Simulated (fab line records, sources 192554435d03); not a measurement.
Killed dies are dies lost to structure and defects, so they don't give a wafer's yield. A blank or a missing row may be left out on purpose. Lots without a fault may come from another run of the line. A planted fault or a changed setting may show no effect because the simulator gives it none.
fab line records | flow n5_finfet
record lots=19 wafers=57 last_day=17
route steps=1938 shown BEOL_M4@1035
lots that met no fault: from a run of the same line without faults
start_h: hours from the record's first day to the start of the lot's first wafer shown | wait_h: hours since the lot's step before | " the same as in the row above | L1.1+2: a row that stands for several wafers | - no value, or no start given | * or withheld: withheld | < > ~ a bound
route shown NAME@n: a module of which the file shows steps, and the number in the route of the first | usual: mean/standard deviation of fault-free wafers | same: alike in all rows | chamber/n: place in a boat | sites: the reading at each site | _std_site: their standard deviation | _edge_site: outer sites' mean less inner sites' | radius_mm: how far each site lies from the wafer's centre | mask NAME#n: copy n | behind: the tool/chamber that last shaped the wafer | hold: why the lot was held/for how many hours/how that ended | device: the transistor (n, p or np) that didn't switch | end of line: the same wafers' tests at the end of the route | a step without rows: its recipe alone | killed: dies lost to structure and defects at the first sort, not the wafer's yield | map: a wafer's dies, x killed, . not, _ none there
set.NAME: the setting as run; set.NAME@STEP: as run at that earlier step | model.NAME: the simulator's own value behind a step, which no gauge read
steps of the route over a sample of lots; a table a step, a row a wafer
services: from which hour (start_h, from the record's first day; less than 0 if before it) a tool's chamber was out of use, for how many hours, and why
## steps
# step N5_BEOL_M4_OVL_MEAS_12
# recipe points_per_wafer=522
# usual M4_OVL=-0.1/0.57
# columns lot.wafer tool chamber start_h wait_h M4_OVL[nm]
L074.4 overlay-02 0 147.88 0.0 0.9
L074.5 " 0 " " 0.4
L074.6 " 0 " " 0.2
L077.1 overlay-01 0 169.15 0.0 -0.8
L077.2 " 0 " " -1.0
L077.5 " 0 " " -0.4
L076.1 overlay-01 0 169.56 0.0 -0.6
L076.3 " 0 " " -0.4
L076.5 " 0 " " -0.9
L078.1 overlay-02 0 186.25 0.0 -0.4
L078.3 " 0 " " -0.8
L078.5 " 0 " " -0.6
L080.1 overlay-02 0 188.52 0.0 0.5
L080.4 " 0 " " 1.2
L080.6 " 0 " " 0.6
L082.2 overlay-01 0 204.92 0.0 -0.1
L082.3 " 0 " " -0.3
L082.6 " 0 " " 0.8
L083.3 overlay-01 0 219.84 0.0 0.4
L083.4 " 0 " " 0.9
L083.5 " 0 " " 0.4
L085.2 overlay-01 0 222.91 0.0 -0.4
L085.4 " 0 " " -0.9
L085.5 " 0 " " 0.5
L087.1 overlay-01 0 228.25 0.0 -0.3
L087.2 " 0 " " 0.5
L087.3 " 0 " " -0.6
L088.1 overlay-02 0 236.60 0.0 1.1
L088.4 " 0 " " -0.2
L088.5 " 0 " " 0.6
L089.1 overlay-02 0 252.42 0.0 -0.9
L089.3 " 0 " " 0.2
L089.6 " 0 " " 0.3
L090.3 overlay-02 0 253.97 0.0 -0.2
L090.4 " 0 " " -0.4
L090.6 " 0 " " -0.5
L091.1 overlay-01 0 261.64 0.0 -0.5
L091.2 " 0 " " -0.9
L091.6 " 0 " " -0.9
L092.1 overlay-01 0 272.35 0.0 -0.4
L092.2 " 0 " " -1.0
L092.3 " 0 " " -0.1
L093.3 overlay-01 0 278.84 0.0 0.3
L093.4 " 0 " " -0.6
L093.6 " 0 " " 0.2
L095.1 overlay-02 0 282.74 0.0 0.4
L095.4 " 0 " " -0.2
L095.5 " 0 " " 0.0
L097.2 overlay-02 0 291.11 0.0 0.3
L097.3 " 0 " " 0.0
L097.6 " 0 " " 0.6
L094.1 overlay-02 0 293.01 0.0 -1.3
L094.4 " 0 " " -0.8
L094.6 " 0 " " 0.4
L096.3 overlay-01 0 299.61 0.0 -0.1
L096.4 " 0 " " -0.1
L096.6 " 0 " " 0.9
# step N5_BEOL_M4_DESCUM_33
# recipe chemistry=O2 time_s=7 source_power_w=50 bias_power_w=20 pressure_mtorr=20 rf_frequency_hz=2.712e+07 temp_c=40 resist=CAR-EUV o2_flow_sccm=225
# usual chamber_pressure_mTorr=20.001/0.018 drypump_motor_current_A=5.9/0.35 o2_flow_sccm=225.0/0.78 oes_product_au=0.79/0.096 rf_vpp_V=243.5/1.2 showerhead_plenum_p_Torr=2.11/0.061 throttle_valve_pct=20.49/0.25
# columns lot.wafer tool chamber start_h wait_h chamber_pressure_mTorr drypump_motor_current_A o2_flow_sccm oes_product_au rf_hours_counter_h rf_vpp_V showerhead_plenum_p_Torr throttle_valve_pct
L074.4 rie_diel-03 3 149.29 0.2 20.001 5.6 224.0 0.74 170 241.7 2.09 20.77
L074.5 " 1 " " 19.984 5.4 224.7 0.75 - 241.7 2.01 20.00
L074.6 " 2 " " 20.013 5.8 225.6 0.90 - 244.7 2.23 20.12
L077.1 rie_diel-05 1 170.34 0.1 19.991 5.5 224.1 0.70 183 244.9 2.17 20.52
L077.2 " 2 " " 19.994 5.5 225.0 0.86 49 244.2 2.13 20.36
L077.5 " 0 " " 20.002 5.7 226.0 0.87 - 245.5 2.22 20.06
L076.1 rie_diel-03 2 171.22 0.6 20.033 5.8 225.0 0.89 46 246.6 2.22 20.14
L076.3 " 0 " " 20.037 5.7 225.4 0.68 230 244.5 2.16 20.72
L076.5 " 2 " " 20.002 5.8 225.7 0.89 - 244.2 2.22 20.15
L078.1 rie_diel-04 1 187.69 0.0 20.028 6.5 223.7 0.68 247 245.1 2.15 20.71
L078.3 " 2 " " 19.992 6.1 225.0 0.74 165 242.9 2.08 20.78
L078.5 " 1 " " 20.013 6.5 225.6 0.67 - 244.2 2.15 20.70
L080.1 rie_diel-03 2 189.51 0.0 19.996 5.8 224.2 0.88 51 245.1 2.22 20.15
L080.4 " 3 " " 19.995 5.5 225.0 0.73 184 243.9 2.09 20.82
L080.6 " 3 " " 20.029 5.5 225.9 0.73 - 243.4 2.09 20.81
L082.2 rie_diel-03 2 206.01 0.0 19.999 5.8 225.5 0.87 57 245.9 2.22 20.16
L082.3 " 3 " " 19.997 5.5 223.8 0.73 188 243.0 2.09 20.81
L082.6 " 1 " " 19.961 5.4 226.5 0.73 - 240.9 2.00 20.03
L083.3 rie_diel-05 3 220.80 0.0 19.988 5.8 224.4 0.83 68 242.9 2.04 20.38
L083.4 " 3 " " 20.006 5.8 223.2 0.83 - 242.8 2.04 20.38
L083.5 " 2 " " 20.025 5.5 225.0 0.84 - 243.1 2.12 20.36
L085.2 rie_diel-05 1 224.47 0.2 19.972 5.5 224.8 0.70 202 243.8 2.16 20.55
L085.4 " 3 " " 19.989 5.9 224.6 0.83 - 242.3 2.04 20.40
L085.5 " 2 " " 19.986 5.5 224.8 0.85 - 242.1 2.12 20.36
L087.1 rie_diel-04 1 229.39 0.0 19.999 6.5 225.1 0.97 7 243.7 2.15 20.40
L087.2 " 2 " " 20.031 6.1 223.9 0.73 182 243.1 2.07 20.78
L087.3 " 3 " " 20.022 6.3 224.5 0.73 196 241.8 2.07 20.71
L088.1 rie_diel-03 1 237.69 0.0 19.975 5.5 224.9 0.72 187 241.5 1.99 20.05
L088.4 " 2 " " 20.028 5.8 224.8 0.86 - 244.6 2.22 20.15
L088.5 " 1 " " 19.961 5.5 224.7 0.72 - 241.1 1.99 20.04
L089.1 rie_diel-04 2 253.40 0.0 19.973 6.0 224.8 0.73 192 244.1 2.07 20.79
L089.3 " 3 " " 19.989 6.2 226.5 0.72 206 242.0 2.07 20.71
L089.6 " 1 " " 19.990 6.4 223.7 0.94 - 244.3 2.15 20.39
L090.3 rie_diel-04 2 255.27 0.0 19.993 6.0 225.0 0.73 193 243.8 2.07 20.79
L090.4 " 1 " " 20.034 6.5 224.1 0.93 - 242.4 2.14 20.41
L090.6 " 2 " " 20.007 6.1 224.9 0.74 - 241.7 2.07 20.79
L091.1 rie_diel-03 1 262.83 0.3 20.003 5.5 223.7 0.71 197 243.1 1.99 20.07
L091.2 " 2 " " 20.028 5.8 224.3 0.85 78 245.1 2.21 20.18
L091.6 " 0 " " 19.958 5.6 226.9 0.98 - 244.4 2.15 20.40
L092.1 rie_diel-04 0 273.52 0.1 19.973 6.3 224.7 1.02 3 244.2 2.16 20.26
L092.2 " 2 " " 19.972 6.0 223.7 0.72 200 243.0 2.06 20.82
L092.3 " 1 " " 20.018 6.5 225.2 0.91 24 243.9 2.14 20.43
L093.3 rie_diel-04 1 280.35 0.0 19.999 6.4 226.0 0.91 27 243.0 2.14 20.44
L093.4 " 0 " " 19.977 6.3 224.7 0.99 6 245.5 2.16 20.26
L093.6 " 1 " " 20.002 6.4 225.5 0.92 - 242.6 2.14 20.41
L095.1 rie_diel-04 3 283.92 0.0 19.998 6.2 225.0 0.71 217 241.8 2.06 20.74
L095.4 " 2 " " 19.980 6.0 224.9 0.72 203 241.8 2.06 20.82
L095.5 " 3 " " 20.015 6.2 224.6 0.72 - 241.2 2.06 20.74
L097.2 rie_diel-04 2 292.07 0.0 19.995 6.1 225.0 0.71 205 243.6 2.06 20.83
L097.3 " 3 " " 19.994 6.3 225.9 0.72 219 243.2 2.06 20.75
L097.6 " 0 " " 20.039 6.2 225.9 0.96 - 243.2 2.15 20.27
L094.1 rie_diel-05 3 294.34 0.1 20.012 5.8 225.1 0.80 97 242.4 2.03 20.42
L094.4 " 2 " " 20.009 5.5 225.1 0.81 94 244.7 2.11 20.41
L094.6 " 2 " " 20.003 5.5 224.1 0.81 - 244.8 2.11 20.42
L096.3 rie_diel-04 1 300.72 0.1 20.009 6.5 224.5 0.90 32 243.5 2.14 20.45
L096.4 " 0 " " 20.002 6.3 225.6 0.96 12 245.2 2.15 20.26
L096.6 " 2 " " 19.969 6.1 225.2 0.72 - 242.6 2.06 20.84
# step N5_BEOL_M4_ETCH_77
# recipe chemistry=N2/H2 target=underlayer target_depth_a=65 mask_material=CAR-EUV time_s=5.2 ion_energy_ev=200 pressure_mtorr=30 source_w=840 bias_w=150 n2_flow_sccm=200 h2_flow_sccm=200 ends=cleared
# usual chamber_pressure_mTorr=30.00/0.04 drypump_motor_current_A=5.9/0.35 etch_rf_on_time_s=5.17/0.08 oes_product_au=0.67/0.08 rf_vpp_V=524.2/2.3 showerhead_plenum_p_Torr=2.57/0.071 throttle_valve_pct=17.9/0.31
# columns lot.wafer tool chamber start_h wait_h chamber_pressure_mTorr drypump_motor_current_A etch_rf_on_time_s oes_product_au rf_hours_counter_h rf_vpp_V showerhead_plenum_p_Torr throttle_valve_pct
L074.4 rie_diel-03 3 149.32 0.0 30.02 5.6 5.27 0.62 170 521.5 2.53 18.1
L074.5 " 1 " " 30.01 5.5 5.14 0.65 - 521.4 2.44 17.5
L074.6 " 2 " " 29.98 5.8 5.18 0.76 - 527.8 2.69 17.5
L077.1 rie_diel-05 1 170.38 0.0 29.97 5.5 5.31 0.59 183 526.1 2.64 18.0
L077.2 " 2 " " 30.04 5.5 5.13 0.72 49 523.8 2.58 17.7
L077.5 " 0 " " 30.10 5.7 5.17 0.73 - 527.7 2.69 17.4
L076.1 rie_diel-03 2 171.25 0.0 30.06 5.8 5.17 0.75 46 528.6 2.69 17.5
L076.3 " 0 " " 29.99 5.7 5.28 0.58 230 525.4 2.61 18.1
L076.5 " 2 " " 29.98 5.8 5.19 0.74 - 528.2 2.69 17.5
L078.1 rie_diel-04 1 187.73 0.0 30.06 6.5 5.16 0.58 247 526.2 2.61 18.1
L078.3 " 2 " " 30.10 6.1 5.27 0.64 165 522.4 2.55 18.4
L078.5 " 1 " " 29.96 6.5 5.16 0.57 - 522.5 2.61 18.1
L080.1 rie_diel-03 2 189.54 0.0 30.03 5.8 5.15 0.75 51 525.5 2.69 17.5
L080.4 " 3 " " 30.05 5.5 5.25 0.62 184 524.6 2.53 18.1
L080.6 " 3 " " 30.01 5.6 5.27 0.61 - 522.9 2.53 18.1
L082.2 rie_diel-03 2 206.04 0.0 30.04 5.8 5.17 0.74 57 527.2 2.69 17.5
L082.3 " 3 " " 30.01 5.5 5.30 0.60 188 524.4 2.53 18.2
L082.6 " 1 " " 29.92 5.4 5.17 0.64 - 520.5 2.43 17.5
L083.3 rie_diel-05 3 220.83 0.0 29.96 5.9 5.02 0.71 68 524.2 2.46 17.7
L083.4 " 3 " " 30.03 5.9 5.00 0.72 - 520.0 2.46 17.7
L083.5 " 2 " " 29.99 5.5 5.15 0.71 - 525.9 2.57 17.7
L085.2 rie_diel-05 1 224.50 0.0 30.02 5.5 5.30 0.60 202 525.8 2.64 18.0
L085.4 " 3 " " 29.99 5.8 5.07 0.71 - 523.6 2.46 17.7
L085.5 " 2 " " 30.02 5.5 5.16 0.71 - 523.7 2.57 17.7
L087.1 rie_diel-04 1 229.42 0.0 29.99 6.5 5.09 0.82 7 525.8 2.61 17.7
L087.2 " 2 " " 30.01 6.1 5.26 0.62 182 522.6 2.54 18.4
L087.3 " 3 " " 29.94 6.2 5.10 0.63 196 523.0 2.53 18.2
L088.1 rie_diel-03 1 237.73 0.0 30.04 5.4 5.16 0.62 187 521.2 2.42 17.5
L088.4 " 2 " " 29.97 5.8 5.17 0.72 - 530.3 2.68 17.5
L088.5 " 1 " " 30.04 5.4 5.19 0.62 - 520.4 2.42 17.5
L089.1 rie_diel-04 2 253.44 0.0 30.01 6.1 5.36 0.61 192 523.7 2.53 18.5
L089.3 " 3 " " 30.02 6.3 5.16 0.62 206 522.5 2.52 18.2
L089.6 " 1 " " 29.95 6.4 5.18 0.80 - 524.5 2.60 17.7
L090.3 rie_diel-04 2 255.30 0.0 29.98 6.1 5.29 0.62 193 522.3 2.53 18.4
L090.4 " 1 " " 29.99 6.5 5.15 0.79 - 527.2 2.60 17.7
L090.6 " 2 " " 30.00 6.1 5.29 0.62 - 521.3 2.53 18.4
L091.1 rie_diel-03 1 262.87 0.0 30.06 5.4 5.13 0.61 197 520.7 2.42 17.6
L091.2 " 2 " " 30.05 5.8 5.09 0.73 78 527.4 2.68 17.5
L091.6 " 0 " " 30.07 5.7 5.05 0.83 - 526.3 2.60 17.7
L092.1 rie_diel-04 0 273.55 0.0 29.95 6.3 5.08 0.85 3 524.9 2.61 17.6
L092.2 " 2 " " 29.96 6.1 5.23 0.63 200 522.0 2.53 18.4
L092.3 " 1 " " 29.97 6.5 5.09 0.79 24 525.1 2.60 17.8
L093.3 rie_diel-04 1 280.39 0.0 29.97 6.4 5.14 0.78 27 524.3 2.60 17.7
L093.4 " 0 " " 30.00 6.3 5.19 0.81 6 524.5 2.61 17.6
L093.6 " 1 " " 30.08 6.5 5.19 0.77 - 524.4 2.60 17.7
L095.1 rie_diel-04 3 283.96 0.0 30.02 6.3 5.16 0.62 217 523.5 2.52 18.2
L095.4 " 2 " " 30.00 6.1 5.30 0.61 203 521.9 2.53 18.4
L095.5 " 3 " " 29.98 6.2 5.14 0.62 - 521.2 2.52 18.2
L097.2 rie_diel-04 2 292.11 0.0 30.05 6.1 5.24 0.61 205 521.3 2.53 18.5
L097.3 " 3 " " 30.01 6.3 5.15 0.63 219 522.9 2.52 18.2
L097.6 " 0 " " 30.04 6.3 5.07 0.83 - 525.9 2.61 17.6
L094.1 rie_diel-05 3 294.38 0.0 29.95 5.8 5.05 0.69 97 519.9 2.45 17.7
L094.4 " 2 " " 29.97 5.5 5.13 0.69 94 523.3 2.56 17.8
L094.6 " 2 " " 29.96 5.5 5.10 0.69 - 522.7 2.56 17.8
L096.3 rie_diel-04 1 300.75 0.0 29.98 6.5 5.10 0.77 32 525.5 2.60 17.8
L096.4 " 0 " " 29.99 6.3 5.06 0.82 12 525.2 2.61 17.6
L096.6 " 2 " " 30.03 6.1 5.27 0.61 - 521.4 2.53 18.4
# step N5_BEOL_M4_ALD_98
# recipe material=SiO2 target_thk_a=25 temp_c=100 ald_precursor_family=BDEAS ald_co_reactant=O2-plasma pulse_time_s=1 co_reactant_pulse_time_s=1 purge_time_s=2 co_reactant_purge_time_s=2 ald_cycles=17 pressure_torr=2
# usual heater_power_w=78/7.9 precursor_pulse_height_rel=0.999/0.018 susceptor_temp_C=100.01/0.13
# columns lot.wafer tool chamber start_h wait_h heater_power_w precursor_pulse_height_rel susceptor_temp_C
L074.4 ald_sin-02 3 149.42 0.1 83 0.971 100.00
L074.5 " 2 " " 75 0.991 100.10
L074.6 " 1 " " 77 0.990 99.99
L077.1 ald_sin-03 0 170.48 0.1 74 0.981 100.23
L077.2 " 3 " " 87 0.957 99.84
L077.5 " 3 " " 87 1.009 100.07
L076.1 ald_sin-01 0 171.35 0.1 70 1.020 99.93
L076.3 " 2 " " 76 1.005 100.10
L076.5 " 0 " " 69 1.021 100.01
L078.1 ald_sin-03 3 187.92 0.1 85 0.991 100.06
L078.3 " 1 " " 84 1.006 100.04
L078.5 " 2 " " 73 1.009 99.91
L080.1 ald_sin-03 3 189.66 0.1 89 0.999 100.00
L080.4 " 1 " " 87 0.971 100.03
L080.6 " 2 " " 71 1.003 100.09
L082.2 ald_sin-01 2 206.19 0.1 79 0.993 100.24
L082.3 " 3 " " 66 0.989 100.18
L082.6 " 0 " " 66 1.004 100.09
L083.3 ald_sin-03 2 221.27 0.4 72 1.016 100.21
L083.4 " 1 " " 87 0.984 99.96
L083.5 " 0 " " 75 0.990 100.06
L085.2 ald_sin-01 3 224.60 0.1 68 1.023 99.92
L085.4 " 0 " " 67 0.985 100.18
L085.5 " 3 " " 67 0.973 99.73
L087.1 ald_sin-02 2 229.52 0.1 78 0.988 100.01
L087.2 " 1 " " 76 1.053 99.88
L087.3 " 0 " " 84 1.028 99.95
L088.1 ald_sin-02 3 237.97 0.2 83 1.016 100.15
L088.4 " 1 " " 75 0.984 99.68
L088.5 " 2 " " 79 0.998 100.18
L089.1 ald_sin-02 0 253.60 0.1 85 0.994 100.02
L089.3 " 3 " " 83 0.997 100.30
L089.6 " 3 " " 83 1.007 100.06
L090.3 ald_sin-01 3 255.40 0.1 67 1.004 99.88
L090.4 " 2 " " 79 1.007 99.78
L090.6 " 0 " " 64 0.972 99.94
L091.1 ald_sin-01 3 264.20 1.3 66 1.013 99.85
L091.2 " 1 " " 91 0.991 99.96
L091.6 " 3 " " 68 1.020 99.84
L092.1 ald_sin-01 2 273.65 0.1 78 0.991 100.05
L092.2 " 3 " " 67 1.002 99.85
L092.3 " 0 " " 66 0.982 99.81
L093.3 ald_sin-02 2 280.64 0.2 80 0.970 100.04
L093.4 " 0 " " 86 1.002 100.11
L093.6 " 2 " " 78 1.031 99.98
L095.1 ald_sin-01 1 284.06 0.1 87 0.993 100.13
L095.4 " 3 " " 68 1.004 100.20
L095.5 " 0 " " 67 0.992 100.07
L097.2 ald_sin-01 3 292.26 0.1 67 1.004 99.81
L097.3 " 2 " " 79 0.982 100.08
L097.6 " 0 " " 66 0.978 100.24
L094.1 ald_sin-02 3 294.74 0.3 82 1.020 99.96
L094.4 " 2 " " 77 0.999 100.16
L094.6 " 0 " " 86 0.997 99.80
L096.3 ald_sin-02 0 301.09 0.3 85 1.029 99.95
L096.4 " 2 " " 78 1.004 99.98
L096.6 " 1 " " 77 1.001 100.18
# step N5_BEOL_M4_ETCH_70
# recipe chemistry=N2/H2 target=SOC target_depth_a=800 overetch_a=240 mask_material=SiARC temp_c=40 time_s=130 ion_energy_ev=200 pressure_mtorr=30 source_w=840 bias_w=150 n2_flow_sccm=200 h2_flow_sccm=200
# usual chamber_pressure_mTorr=29.998/0.028 drypump_motor_current_A=5.9/0.36 oes_product_au=0.57/0.06 rf_vpp_V=524.6/2.1 showerhead_plenum_p_Torr=2.57/0.073 throttle_valve_pct=17.9/0.31
# columns lot.wafer tool chamber start_h wait_h chamber_pressure_mTorr drypump_motor_current_A oes_product_au rf_hours_counter_h rf_vpp_V showerhead_plenum_p_Torr throttle_valve_pct
L074.4 rie_diel-04 1 150.16 0.0 29.975 6.5 0.51 236 524.8 2.62 18.0
L074.5 " 0 " " 29.995 6.3 0.53 - 525.9 2.63 17.9
L074.6 " 1 " " 30.000 6.4 0.51 - 527.1 2.62 18.0
L077.1 rie_diel-05 1 173.49 0.0 30.038 5.5 0.53 184 527.2 2.64 18.0
L077.2 " 3 " " 29.963 5.8 0.62 51 522.7 2.47 17.6
L077.5 " 0 " " 29.955 5.7 0.63 - 527.7 2.69 17.4
L076.1 rie_diel-05 0 176.55 0.0 29.969 5.7 0.63 38 527.1 2.69 17.4
L076.3 " 1 " " 30.022 5.5 0.53 184 524.0 2.64 18.0
L076.5 " 0 " " 30.028 5.7 0.63 - 529.4 2.69 17.4
L078.1 rie_diel-04 0 191.54 0.0 30.019 6.2 0.52 231 525.5 2.62 17.9
L078.3 " 3 " " 29.990 6.3 0.55 182 525.9 2.53 18.1
L078.5 " 2 " " 29.956 6.1 0.55 - 524.2 2.55 18.3
L080.1 rie_diel-03 2 195.24 0.0 30.035 5.7 0.64 53 528.0 2.69 17.4
L080.4 " 1 " " 30.043 5.4 0.54 171 521.3 2.43 17.5
L080.6 " 2 " " 29.973 5.8 0.64 - 528.9 2.69 17.4
L082.2 rie_diel-03 1 217.71 0.0 29.997 5.4 0.54 179 521.5 2.43 17.5
L082.3 " 3 " " 30.014 5.6 0.53 192 522.6 2.52 18.1
L082.6 " 0 " " 29.986 5.7 0.50 - 525.7 2.61 18.1
L083.3 rie_diel-04 0 221.43 0.0 29.998 6.3 0.51 243 526.2 2.61 18.0
L083.4 " 2 " " 30.004 6.1 0.55 179 522.1 2.54 18.3
L083.5 " 2 " " 30.027 6.1 0.55 - 523.8 2.54 18.4
L085.2 rie_diel-05 2 224.92 0.0 29.990 5.5 0.61 69 523.8 2.57 17.7
L085.4 " 2 " " 30.034 5.5 0.60 - 526.1 2.57 17.7
L085.5 " 1 " " 29.977 5.5 0.52 - 525.5 2.64 18.0
L087.1 rie_diel-03 1 231.49 0.0 30.044 5.4 0.54 184 521.2 2.42 17.5
L087.2 " 3 " " 30.014 5.6 0.53 198 522.1 2.52 18.1
L087.3 " 2 " " 30.016 5.8 0.63 66 529.8 2.68 17.4
L088.1 rie_diel-05 0 251.28 0.0 30.027 5.7 0.61 61 528.2 2.68 17.4
L088.4 " 2 " " 29.969 5.5 0.60 77 525.0 2.56 17.7
L088.5 " 2 " " 30.077 5.5 0.60 - 524.6 2.56 17.7
L089.1 rie_diel-04 2 253.75 0.0 30.009 6.1 0.54 193 525.1 2.53 18.4
L089.3 " 3 " " 29.997 6.2 0.54 206 524.0 2.52 18.1
L089.6 " 3 " " 29.999 6.2 0.54 - 523.9 2.52 18.1
L090.3 rie_diel-04 1 256.87 0.0 29.958 6.5 0.67 18 526.2 2.60 17.7
L090.4 " 3 " " 29.997 6.3 0.54 - 524.0 2.52 18.1
L090.6 " 1 " " 29.977 6.5 0.67 - 525.3 2.60 17.7
L091.1 rie_diel-03 3 267.78 0.0 30.056 5.5 0.52 212 522.4 2.52 18.2
L091.2 " 1 " " 29.961 5.4 0.53 199 521.3 2.42 17.5
L091.6 " 2 " " 29.967 5.8 0.62 - 527.5 2.68 17.5
L092.1 rie_diel-05 3 278.49 0.0 29.994 5.8 0.58 92 521.7 2.45 17.7
L092.2 " 2 " " 30.021 5.5 0.59 90 525.0 2.56 17.7
L092.3 " 1 " " 29.953 5.5 0.50 224 526.0 2.63 18.0
L093.3 rie_diel-04 1 289.13 0.0 29.984 6.5 0.67 28 524.4 2.60 17.7
L093.4 " 3 " " 29.995 6.3 0.53 218 523.0 2.52 18.1
L093.6 " 0 " " 29.993 6.3 0.71 - 526.1 2.61 17.6
L095.1 rie_diel-05 0 289.13 0.0 30.040 5.6 0.60 71 528.3 2.68 17.4
L095.4 " 2 " " 29.989 5.5 0.58 92 523.8 2.56 17.7
L095.5 " 2 " " 30.023 5.5 0.59 - 524.8 2.56 17.7
L097.2 rie_diel-04 2 294.06 0.0 29.969 6.1 0.53 205 523.7 2.53 18.4
L097.3 " 0 " " 29.975 6.3 0.71 9 525.5 2.61 17.6
L097.6 " 1 " " 29.977 6.5 0.66 - 526.0 2.60 17.7
L094.1 rie_diel-04 2 298.58 0.0 29.967 6.1 0.53 207 522.0 2.53 18.4
L094.4 " 1 " " 30.011 6.4 0.66 31 524.9 2.60 17.7
L094.6 " 3 " " 29.989 6.2 0.53 - 523.0 2.51 18.2
L096.3 rie_diel-04 2 308.11 0.0 30.009 6.1 0.53 210 523.3 2.53 18.4
L096.4 " 3 " " 30.015 6.3 0.53 225 524.1 2.51 18.2
L096.6 " 0 " " 29.987 6.3 0.70 - 525.8 2.61 17.6
# step N5_BEOL_M4_TRENCH_ETCH_37
# recipe chemistry=C4F6/O2 target_depth_a=555.55 target=SiOC time_s=29.2 ion_energy_ev=250 pressure_mtorr=30 source_w=355 bias_w=185 Ar_flow_sccm=300 C4F6_flow_sccm=10 O2_flow_sccm=10
# usual chamber_pressure_mTorr=29.999/0.027 drypump_motor_current_A=5.9/0.35 oes_product_au=0.78/0.086 rf_vpp_V=667/7.8 showerhead_plenum_p_Torr=2.87/0.08 throttle_valve_pct=20.90/0.26
# columns lot.wafer tool chamber start_h wait_h chamber_pressure_mTorr drypump_motor_current_A oes_product_au rf_hours_counter_h rf_vpp_V showerhead_plenum_p_Torr throttle_valve_pct
L074.4 rie_diel-04 1 - - 30.040 6.4 0.69 236 663 2.93 21.15
L074.5 " 0 " " 29.969 6.3 0.71 - 677 2.92 20.86
L074.6 " 1 " " 29.973 6.5 0.69 - 660 2.93 21.15
L077.1 rie_diel-05 1 - - 29.987 5.5 0.70 184 678 2.94 20.91
L077.2 " 3 " " 30.011 5.8 0.86 51 653 2.78 20.75
L077.5 " 0 " " 30.056 5.6 0.87 - 663 3.03 20.60
L076.1 rie_diel-05 0 - - 30.044 5.6 0.87 38 661 3.03 20.60
L076.3 " 1 " " 30.028 5.5 0.71 185 678 2.94 20.90
L076.5 " 0 " " 30.019 5.7 0.88 - 662 3.03 20.61
L078.1 rie_diel-04 0 - - 29.955 6.3 0.71 231 675 2.92 20.89
L078.3 " 3 " " 29.958 6.3 0.75 182 664 2.83 21.13
L078.5 " 2 " " 30.027 6.1 0.75 - 667 2.82 21.19
L080.1 rie_diel-03 2 - - 30.005 5.8 0.86 53 669 3.00 20.54
L080.4 " 1 " " 30.039 5.5 0.74 171 655 2.72 20.42
L080.6 " 2 " " 30.015 5.8 0.87 - 669 3.00 20.54
L082.2 rie_diel-03 1 - - 30.021 5.4 0.73 179 653 2.72 20.44
L082.3 " 3 " " 29.965 5.5 0.70 192 663 2.82 21.16
L082.6 " 0 " " 30.037 5.6 0.67 - 674 2.91 21.15
L083.3 rie_diel-04 0 - - 29.997 6.2 0.70 244 674 2.91 20.90
L083.4 " 2 " " 30.009 6.1 0.74 179 667 2.82 21.21
L083.5 " 2 " " 29.982 6.1 0.74 - 667 2.82 21.20
L085.2 rie_diel-05 2 - - 30.009 5.5 0.83 69 680 2.87 20.76
L085.4 " 2 " " 30.008 5.5 0.82 - 680 2.87 20.75
L085.5 " 1 " " 30.022 5.5 0.68 - 679 2.93 20.91
L087.1 rie_diel-03 1 - - 29.990 5.5 0.73 184 655 2.72 20.43
L087.2 " 3 " " 30.024 5.5 0.71 198 663 2.82 21.16
L087.3 " 2 " " 29.973 5.8 0.85 66 670 3.00 20.57
L088.1 rie_diel-05 0 - - 29.969 5.7 0.83 61 662 3.02 20.63
L088.4 " 2 " " 29.994 5.5 0.81 77 680 2.87 20.77
L088.5 " 2 " " 30.003 5.5 0.82 - 680 2.87 20.77
L089.1 rie_diel-04 2 - - 29.997 6.1 0.73 193 666 2.81 21.23
L089.3 " 3 " " 30.049 6.3 0.73 206 663 2.82 21.18
L089.6 " 3 " " 30.026 6.3 0.72 - 665 2.82 21.18
L090.3 rie_diel-04 1 - - 30.001 6.5 0.93 19 662 2.91 20.82
L090.4 " 3 " " 30.014 6.3 0.73 - 663 2.82 21.18
L090.6 " 1 " " 29.983 6.5 0.93 - 662 2.91 20.84
L091.1 rie_diel-03 3 - - 29.997 5.5 0.71 212 664 2.81 21.20
L091.2 " 1 " " 30.034 5.4 0.72 199 654 2.71 20.45
L091.6 " 2 " " 30.017 5.8 0.84 - 669 2.99 20.60
L092.1 rie_diel-05 3 - - 30.016 5.8 0.81 92 653 2.76 20.80
L092.2 " 2 " " 29.982 5.5 0.81 90 679 2.86 20.77
L092.3 " 1 " " 29.989 5.5 0.68 224 676 2.92 20.94
L093.3 rie_diel-04 1 - - 30.004 6.4 0.91 28 661 2.91 20.87
L093.4 " 3 " " 30.030 6.2 0.72 218 662 2.81 21.18
L093.6 " 0 " " 29.951 6.2 0.97 - 674 2.90 20.56
L095.1 rie_diel-05 0 - - 30.006 5.7 0.81 71 663 3.01 20.65
L095.4 " 2 " " 29.983 5.5 0.80 92 679 2.86 20.77
L095.5 " 2 " " 29.978 5.5 0.80 - 679 2.86 20.78
L097.2 rie_diel-04 2 - - 30.021 6.1 0.72 206 668 2.81 21.25
L097.3 " 0 " " 29.997 6.2 0.97 9 674 2.90 20.56
L097.6 " 1 " " 29.986 6.4 0.90 - 662 2.91 20.86
L094.1 rie_diel-04 2 - - 29.972 6.1 0.72 207 667 2.81 21.25
L094.4 " 1 " " 29.981 6.4 0.91 31 662 2.91 20.88
L094.6 " 3 " " 30.030 6.3 0.72 - 664 2.81 21.21
L096.3 rie_diel-04 2 - - 30.014 6.1 0.70 210 667 2.80 21.25
L096.4 " 3 " " 29.956 6.3 0.71 225 663 2.81 21.19
L096.6 " 0 " " 29.963 6.3 0.95 - 675 2.90 20.55
## services
# columns tool chamber start_h hours kind
ald_sin-01 - 136.65 28.1 pm
ald_sin-01 - 164.75 6.0 pm
ald_sin-01 - 179.13 14.0 pm
rie_diel-04 1 198.07 - clean
rie_diel-04 1 198.07 - consumable_replace:focus_ring
rie_diel-04 1 198.07 16.8 scheduled_down
rie_diel-04 1 198.07 16.8 vent_cycle
ald_sin-01 0 213.63 5.6 repair
ald_sin-03 2 215.76 1.7 repair
ald_sin-02 3 215.92 20.9 repair
rie_diel-05 0 219.57 8.4 repair
rie_diel-03 0 230.47 - clean
rie_diel-03 0 230.47 - consumable_replace:focus_ring
rie_diel-05 2 241.26 2.6 repair
rie_diel-04 0 242.74 - clean
rie_diel-04 0 242.74 - consumable_replace:focus_ring
rie_diel-04 0 242.74 14.2 scheduled_down
rie_diel-04 0 242.74 14.2 vent_cycle
ald_sin-03 - 254.22 11.0 repair
rie_diel-05 0 255.58 11.1 repair
ald_sin-02 0 262.21 6.2 repair
rie_diel-04 0 266.18 6.3 repair
ald_sin-03 2 292.16 12.3 repair
rie_diel-05 - 299.94 2.8 pm
## key
fault none
